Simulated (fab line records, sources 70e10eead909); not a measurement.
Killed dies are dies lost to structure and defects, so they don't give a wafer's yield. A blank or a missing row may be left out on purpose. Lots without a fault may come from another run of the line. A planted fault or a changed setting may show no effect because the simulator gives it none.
Which tool did it? | flow nand_harc | 12 lots, 36 wafers sampled, at 6 steps of a route of 1159

WHAT THE GAUGES READ, wafer by wafer
NHARC_A_ONON_D1_THK_MEAS_27: measures by ellipsometry. Usual: thk_nm 999 nm, standard deviation 9.9.
lot  | measured     | on            | thk_nm (nm)    | flag
L107 | day 7 18:40  | film_metro-01 | 1001 999 1001  |
L109 | day 8 18:03  | film_metro-01 | 1007 1009 1008 |
L112 | day 9 02:50  | film_metro-01 | 1001 1002 1002 |
L113 | day 9 23:39  | film_metro-01 | 989 988 986    |
L115 | day 9 23:30  | film_metro-01 | 992 991 990    |
L119 | day 11 02:40 | film_metro-02 | 1615 1614 1614 | OFF
L120 | day 11 19:32 | film_metro-01 | 998 1000 999   |
L121 | day 11 19:32 | film_metro-02 | 1612 1609 1612 | OFF
L123 | day 12 02:08 | film_metro-01 | 1016 1017 1016 |
L125 | day 12 21:58 | film_metro-02 | 998 996 998    |
L128 | day 12 21:43 | film_metro-01 | 1000 1000 1000 |
L127 | day 13 01:58 | film_metro-02 | 1011 1012 1011 |

NHARC_END_SORT_01. Usual: killed_at_array 31, standard deviation 12; killed_at_other 0.6, standard deviation 0.85; killed_at_periphery 3.0, standard deviation 2.3; killed_dies 35, standard deviation 12; killed_open 3.2, standard deviation 1.9; killed_short 1.8, standard deviation 1.4.
lot  | measured     | on        | killed_at_array | killed_at_other | killed_at_periphery | killed_dies | killed_open | killed_short | flag
L119 | day 22 05:32 | prober-02 | 671 676 673     | 2 0 0           | 4 1 4               | 677 677 677 | 9 0 3       | 1 1 2        | OFF
L121 | day 23 15:14 | prober-01 | 676 677 675     | 0 0 0           | 1 0 2               | 677 677 677 | 5 2 3       | 1 0 1        | OFF

WHICH TOOL RAN EACH LOT (tool, then ch and the chambers of the sampled wafers, then the start)
lot  | NHARC_P_M2_PRE_CLEAN_32         | NHARC_A_ONON_D1_DEP_25           | NHARC_A_ONON_D1_DEP_33          | NHARC_A_CHANNEL_HOLE_D1_ETCH_38
L107 | pecvd-01 ch 0,1,2, day 6 02:13  | pecvd_onon-02 ch 0, day 7 18:10  | pecvd-01 ch 0,2, day 7 19:23    | rie_diel-09 ch 1,2, day 7 22:55
L109 | pecvd-03 ch 1,2, day 7 02:29    | pecvd_onon-02 ch 0, day 8 17:36  | pecvd-04 ch 0,1, day 8 18:42    | rie_diel-09 ch 0,1,3, day 8 22:40
L112 | pecvd-03 ch 0,1,2, day 7 11:59  | pecvd_onon-03 ch 0, day 9 02:17  | pecvd-01 ch 0,1,2, day 9 03:27  | rie_diel-09 ch 1,2,3, day 9 07:05
L113 | pecvd-03 ch 0,1, day 8 07:46    | pecvd_onon-03 ch 0, day 9 23:11  | pecvd-03 ch 0,2, day 10 00:26   | rie_diel-10 ch 2,3, day 10 05:04
L115 | pecvd-01 ch 0,2, day 8 08:45    | pecvd_onon-04 ch 0, day 9 22:59  | pecvd-03 ch 1,2, day 10 00:10   | rie_diel-10 ch 1,3, day 10 05:02
L119 | pecvd-02 ch 0,1,2, day 9 11:17  | pecvd_onon-03 ch 0, day 11 02:13 | pecvd-03 ch 0,1, day 11 03:32   | -
L120 | pecvd-01 ch 1,2, day 9 23:14    | pecvd_onon-04 ch 0, day 11 19:02 | pecvd-01 ch 0,1,2, day 11 20:25 | rie_diel-10 ch 0,1, day 12 02:26
L121 | pecvd-02 ch 0,1, day 10 00:02   | pecvd_onon-03 ch 0, day 11 19:09 | pecvd-04 ch 0,1, day 11 20:33   | -
L123 | pecvd-01 ch 0,1,2, day 10 10:02 | pecvd_onon-02 ch 0, day 12 01:37 | pecvd-04 ch 0,1,2, day 12 02:52 | rie_diel-04 ch 1,2,3, day 12 06:36
L125 | pecvd-02 ch 0,1, day 11 06:44   | pecvd_onon-02 ch 0, day 12 21:28 | pecvd-04 ch 0,1, day 12 22:42   | rie_diel-09 ch 0,3, day 13 03:18
L128 | pecvd-03 ch 0,1,2, day 11 06:55 | pecvd_onon-04 ch 0, day 12 21:11 | pecvd-03 ch 0,2, day 12 22:23   | rie_diel-09 ch 0,2,3, day 13 01:46
L127 | pecvd-03 ch 0,2, day 11 10:10   | pecvd_onon-04 ch 0, day 13 01:30 | pecvd-04 ch 0,2, day 13 02:35   | rie_diel-09 ch 0,3, day 13 06:03
- NHARC_P_M2_PRE_CLEAN_32: time 12 s.
- NHARC_A_ONON_D1_DEP_25: target thk 1000 nm.
- NHARC_A_ONON_D1_DEP_33: deposits SiO2, target thk 200 nm.
- NHARC_A_CHANNEL_HOLE_D1_ETCH_38: etches the open film in CF4, target depth 39 nm, time 65 s.

WHAT THE TOOLS THEMSELVES READ (means of the sampled wafers that have a number; where no wafer has one, the mark that the record gives instead)
NHARC_P_M2_PRE_CLEAN_32. Usual: heater_power_w 655 W, standard deviation 64.
lot  | tool     | heater_power_w (W) | flag
L107 | pecvd-01 | 626                |
L109 | pecvd-03 | 710                |
L112 | pecvd-03 | 700                |
L113 | pecvd-03 | 619                |
L115 | pecvd-01 | 637                |
L119 | pecvd-02 | 612                |
L120 | pecvd-01 | 689                |
L121 | pecvd-02 | 647                |
L123 | pecvd-01 | 653                |
L125 | pecvd-02 | 650                |
L128 | pecvd-03 | 677                |
L127 | pecvd-03 | 652                |

NHARC_A_ONON_D1_DEP_25. Usual: sih4_flow_sccm 210.0 sccm, standard deviation 0.65.
lot  | tool          | sih4_flow_sccm (sccm) | flag
L107 | pecvd_onon-02 | 210.4                 |
L109 | pecvd_onon-02 | 209.9                 |
L112 | pecvd_onon-03 | 209.6                 |
L113 | pecvd_onon-03 | 209.5                 |
L115 | pecvd_onon-04 | 210.4                 |
L119 | pecvd_onon-03 | 209.7                 |
L120 | pecvd_onon-04 | 209.6                 |
L121 | pecvd_onon-03 | 210.3                 |
L123 | pecvd_onon-02 | 209.7                 |
L125 | pecvd_onon-02 | 210.1                 |
L128 | pecvd_onon-04 | 209.7                 |
L127 | pecvd_onon-04 | 210.4                 |

NHARC_A_ONON_D1_DEP_33. Usual: heater_power_w 549 W, standard deviation 96; throttle_valve_pct 16.1 %, standard deviation 0.46.
lot  | tool     | heater_power_w (W) | throttle_valve_pct (%) | flag
L107 | pecvd-01 | 622                | 16.2                   |
L109 | pecvd-04 | 534                | 15.8                   |
L112 | pecvd-01 | 597                | 16.5                   |
L113 | pecvd-03 | 610                | 16.2                   |
L115 | pecvd-03 | 723                | 16.2                   |
L119 | pecvd-03 | 499                | 16.2                   |
L120 | pecvd-01 | 623                | 16.4                   |
L121 | pecvd-04 | 534                | 15.8                   |
L123 | pecvd-04 | 508                | 15.8                   |
L125 | pecvd-04 | 598                | 15.8                   |
L128 | pecvd-03 | 601                | 16.4                   |
L127 | pecvd-04 | 477                | 15.9                   |

NHARC_A_CHANNEL_HOLE_D1_ETCH_38. Usual: chamber_pressure_mTorr 50.00 mTorr, standard deviation 0.05; drypump_motor_current_A 5.9 A, standard deviation 0.31; oes_product_au 1.003 a.u., standard deviation 0.0089; rf_vpp_V 151.7 V, standard deviation 1.3; showerhead_plenum_p_Torr 1.80 Torr, standard deviation 0.089; throttle_valve_pct 13.285 %, standard deviation 0.0096.
lot  | tool        | chamber_pressure_mTorr (mTorr) | drypump_motor_current_A (A) | oes_product_au (a.u.) | rf_vpp_V (V) | showerhead_plenum_p_Torr (Torr) | throttle_valve_pct (%) | flag
L107 | rie_diel-09 | 49.99                          | 5.8                         | 1.005                 | 151.2        | 1.72                            | 13.286                 |
L109 | rie_diel-09 | 50.02                          | 5.9                         | 1.004                 | 152.4        | 1.82                            | 13.287                 |
L112 | rie_diel-09 | 49.98                          | 5.8                         | 1.008                 | 151.4        | 1.77                            | 13.276                 |
L113 | rie_diel-10 | 49.98                          | 5.5                         | 1.002                 | 152.4        | 1.84                            | 13.287                 |
L115 | rie_diel-10 | 49.97                          | 5.8                         | 1.013                 | 150.7        | 1.68                            | 13.288                 |
L120 | rie_diel-10 | 50.02                          | 5.8                         | 1.008                 | 150.8        | 1.74                            | 13.279                 |
L123 | rie_diel-04 | 49.95                          | 6.1                         | 0.996                 | 150.4        | 1.77                            | 13.277                 |
L125 | rie_diel-09 | 50.01                          | 5.9                         | 1.008                 | 153.2        | 1.88                            | 13.300                 |
L128 | rie_diel-09 | 50.02                          | 5.9                         | 1.008                 | 152.2        | 1.84                            | 13.282                 |
L127 | rie_diel-09 | 49.98                          | 6.0                         | 1.013                 | 152.9        | 1.89                            | 13.284                 |

THE ANSWER, worked out from the rows above alone
Rule: a lot is off if the mean of its wafers that have a number lies more than 3 standard deviations from the usual mean. A lot without any number at a reading at which 4 lots or more have one is off too. The other lots that the step has rows for count as sound. The gauges are gone through in route order, then the tools' own readings, and for those a lot's mean is taken as printed above. The first step at which some lot is off is used, and at that step the reading that is off furthest; a lot without a number counts as furthest.
Off: L119, L121, at NHARC_A_ONON_D1_THK_MEAS_27 (thk_nm).
A tool fits if, at a process step before that reading, it ran every lot that is off, and no sound lot after the first of them. The gauges at NHARC_A_ONON_D1_THK_MEAS_27 aren't tried: what is off there is off at NHARC_END_SORT_01 too, on other tools, and a gauge's error can't cause that. One fits: pecvd_onon-03 at NHARC_A_ONON_D1_DEP_25. Its last sound lot is L113 (day 9 23:11), its first lot that is off L119 (day 11 02:13): a fault that began between those two fits.

WHAT THE SIMULATOR HAD PUT IN
Process parameter drift: pecvd_onon-03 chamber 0, from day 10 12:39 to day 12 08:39, at NHARC_A_ONON_D1_DEP_25. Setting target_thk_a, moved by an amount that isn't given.
Lots struck among those shown: L119, L121. The rule above found the same.
